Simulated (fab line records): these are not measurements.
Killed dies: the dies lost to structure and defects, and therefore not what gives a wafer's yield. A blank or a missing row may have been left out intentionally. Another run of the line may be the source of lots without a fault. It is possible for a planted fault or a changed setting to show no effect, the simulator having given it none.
Chamber matching || flow n5Finfet || N5_GATE_CUT_DESCUM_18 on rieDiel-06: 4 sister chambers
The step chemistry O2, time 7 s. 18 wafers are shown with their chamber, then 9 later ones without.

WAFERS PAIRED WITH THEIR CHAMBERS
{"wafer": "L075.1", "chamber": 3, "drypumpMotorCurrentA (A)": 4.9, "showerheadPlenumPTorr (Torr)": 2.10, "throttleValvePct (%)": 20.42}
{"wafer": "L075.3", "chamber": 0, "drypumpMotorCurrentA (A)": 6.5, "showerheadPlenumPTorr (Torr)": 2.15, "throttleValvePct (%)": 20.73}
{"wafer": "L075.6", "chamber": 0, "drypumpMotorCurrentA (A)": 6.5, "showerheadPlenumPTorr (Torr)": 2.15, "throttleValvePct (%)": 20.74}
{"wafer": "L078.1", "chamber": 2, "drypumpMotorCurrentA (A)": 5.7, "showerheadPlenumPTorr (Torr)": 2.01, "throttleValvePct (%)": 20.44}
{"wafer": "L078.4", "chamber": 3, "drypumpMotorCurrentA (A)": 5.0, "showerheadPlenumPTorr (Torr)": 2.09, "throttleValvePct (%)": 20.43}
{"wafer": "L078.6", "chamber": 1, "drypumpMotorCurrentA (A)": 6.0, "showerheadPlenumPTorr (Torr)": 2.17, "throttleValvePct (%)": 20.69}
{"wafer": "L081.2", "chamber": 1, "drypumpMotorCurrentA (A)": 6.0, "showerheadPlenumPTorr (Torr)": 2.17, "throttleValvePct (%)": 20.71}
{"wafer": "L081.4", "chamber": 1, "drypumpMotorCurrentA (A)": 6.0, "showerheadPlenumPTorr (Torr)": 2.17, "throttleValvePct (%)": 20.70}
{"wafer": "L081.6", "chamber": 3, "drypumpMotorCurrentA (A)": 4.9, "showerheadPlenumPTorr (Torr)": 2.09, "throttleValvePct (%)": 20.42}
{"wafer": "L085.2", "chamber": 2, "drypumpMotorCurrentA (A)": 5.7, "showerheadPlenumPTorr (Torr)": 2.00, "throttleValvePct (%)": 20.45}
{"wafer": "L085.4", "chamber": 0, "drypumpMotorCurrentA (A)": 6.4, "showerheadPlenumPTorr (Torr)": 2.15, "throttleValvePct (%)": 20.29}
{"wafer": "L085.6", "chamber": 3, "drypumpMotorCurrentA (A)": 4.9, "showerheadPlenumPTorr (Torr)": 2.09, "throttleValvePct (%)": 20.45}
{"wafer": "L089.1", "chamber": 3, "drypumpMotorCurrentA (A)": 4.9, "showerheadPlenumPTorr (Torr)": 2.09, "throttleValvePct (%)": 20.46}
{"wafer": "L089.2", "chamber": 0, "drypumpMotorCurrentA (A)": 6.5, "showerheadPlenumPTorr (Torr)": 2.15, "throttleValvePct (%)": 20.27}
{"wafer": "L089.4", "chamber": 1, "drypumpMotorCurrentA (A)": 6.0, "showerheadPlenumPTorr (Torr)": 2.16, "throttleValvePct (%)": 20.72}
{"wafer": "L090.1", "chamber": 1, "drypumpMotorCurrentA (A)": 6.0, "showerheadPlenumPTorr (Torr)": 2.16, "throttleValvePct (%)": 20.73}
{"wafer": "L090.4", "chamber": 2, "drypumpMotorCurrentA (A)": 5.7, "showerheadPlenumPTorr (Torr)": 2.00, "throttleValvePct (%)": 20.46}
{"wafer": "L090.6", "chamber": 1, "drypumpMotorCurrentA (A)": 6.0, "showerheadPlenumPTorr (Torr)": 2.16, "throttleValvePct (%)": 20.73}

SIGNATURES (means of the wafers above)
{"reading": "drypumpMotorCurrentA", "chamber 0": 6.475, "chamber 1": 6.000, "chamber 2": 5.700, "chamber 3": 4.920, "scatter within a chamber": 0.0333}
{"reading": "showerheadPlenumPTorr", "chamber 0": 2.1500, "chamber 1": 2.1650, "chamber 2": 2.0033, "chamber 3": 2.0920, "scatter within a chamber": 0.0046}
{"reading": "throttleValvePct", "chamber 0": 20.5075, "chamber 1": 20.7133, "chamber 2": 20.4500, "chamber 3": 20.4360, "scatter within a chamber": 0.123}
Rule: distance of a wafer from a chamber = root of the sum over the readings of ((wafer's reading minus chamber's mean) / reading's scatter) squared. If the next closest chamber is less than 2 further off than the closest, the wafer can't be placed; otherwise it belongs to the closest. How the scatter is found: for the shown wafers, subtract from each reading the mean of its chamber, square and add these, divide the total by (wafers less chambers), then take the root.

WAFERS MISSING THEIR CHAMBER
{"wafer": "L092.2", "drypumpMotorCurrentA (A)": 6.5, "showerheadPlenumPTorr (Torr)": 2.15, "throttleValvePct (%)": 20.29}
{"wafer": "L092.3", "drypumpMotorCurrentA (A)": 4.9, "showerheadPlenumPTorr (Torr)": 2.08, "throttleValvePct (%)": 20.48}
{"wafer": "L092.5", "drypumpMotorCurrentA (A)": 4.9, "showerheadPlenumPTorr (Torr)": 2.08, "throttleValvePct (%)": 20.46}
{"wafer": "L097.1", "drypumpMotorCurrentA (A)": 5.6, "showerheadPlenumPTorr (Torr)": 1.99, "throttleValvePct (%)": 20.47}
{"wafer": "L097.2", "drypumpMotorCurrentA (A)": 6.0, "showerheadPlenumPTorr (Torr)": 2.16, "throttleValvePct (%)": 20.74}
{"wafer": "L097.3", "drypumpMotorCurrentA (A)": 6.5, "showerheadPlenumPTorr (Torr)": 2.14, "throttleValvePct (%)": 20.31}
{"wafer": "L097.4", "drypumpMotorCurrentA (A)": 4.9, "showerheadPlenumPTorr (Torr)": 2.08, "throttleValvePct (%)": 20.49}
{"wafer": "L097.5", "drypumpMotorCurrentA (A)": 6.0, "showerheadPlenumPTorr (Torr)": 2.16, "throttleValvePct (%)": 20.74}
{"wafer": "L097.6", "drypumpMotorCurrentA (A)": 6.5, "showerheadPlenumPTorr (Torr)": 2.14, "throttleValvePct (%)": 20.31}

WHICH CHAMBER EACH WENT THROUGH
{"wafer": "L092.2", "from the rows above": 0, "in truth": 0}
{"wafer": "L092.3", "from the rows above": 3, "in truth": 3}
{"wafer": "L092.5", "from the rows above": 3, "in truth": 3}
{"wafer": "L097.1", "from the rows above": 2, "in truth": 2}
{"wafer": "L097.2", "from the rows above": 1, "in truth": 1}
{"wafer": "L097.3", "from the rows above": 0, "in truth": 0}
{"wafer": "L097.4", "from the rows above": 3, "in truth": 3}
{"wafer": "L097.5", "from the rows above": 1, "in truth": 1}
{"wafer": "L097.6", "from the rows above": 0, "in truth": 0}
Correct placement for 9 of the 9. Left unplaced by these rows: 0. 0 placed wrongly.
